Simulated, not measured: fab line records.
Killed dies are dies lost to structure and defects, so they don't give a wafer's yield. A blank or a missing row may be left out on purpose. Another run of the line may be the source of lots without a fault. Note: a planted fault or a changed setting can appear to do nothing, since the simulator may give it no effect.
Chamber matching -- flow nandHarc -- NHARC_P_BONDPAD_DESCUM_11 on rieDiel-11: 4 sister chambers
The step chemistry O2, time 3 s. 8 wafers are shown with their chamber, then 9 later ones without.

== WAFERS, EACH WITH ITS CHAMBER ==
wafer,chamber,drypumpMotorCurrentA (A),oesProductAu (a.u.)
L081.4,3,6.0,0.989
L083.2,0,5.5,1.007
L083.3,3,6.0,0.993
L085.2,0,5.4,1.017
L085.6,1,6.4,1.001
L090.4,2,5.0,0.999
L090.5,1,6.4,0.999
L090.6,2,5.1,1.000

== WAFERS WITHOUT THEIR CHAMBER ==
wafer,drypumpMotorCurrentA (A),oesProductAu (a.u.)
L093.2,5.0,0.997
L093.4,6.4,0.994
L093.5,6.4,1.016
L094.2,5.1,1.007
L094.4,6.0,0.996
L094.5,6.0,0.998
L097.1,5.9,0.990
L097.2,5.4,1.015
L097.5,6.0,0.994

== EACH ONE'S CHAMBER ==
wafer,from the rows above,in truth
L093.2,2,2
L093.4,1,1
L093.5,1,1
L094.2,2,2
L094.4,3,3
L094.5,3,3
L097.1,3,3
L097.2,0,0
L097.5,3,3
Correct placement for 9 of the 9. Can't be placed from these rows: 0. Number placed wrongly: 0.
How it was worked out, from the rows above alone: a wafer's distance from a chamber is the root of the sum, over the readings, of the square of ((its reading less the chamber's mean) divided by the reading's scatter). The wafer belongs to the nearest chamber; if the next one is less than 2 further off, it can't be placed. For every chamber, the mean is computed from those of its wafers that are shown. The scatter: take each reading less its chamber's mean, square it, sum over the shown wafers, divide by the number of wafers less the number of chambers, and take the root.
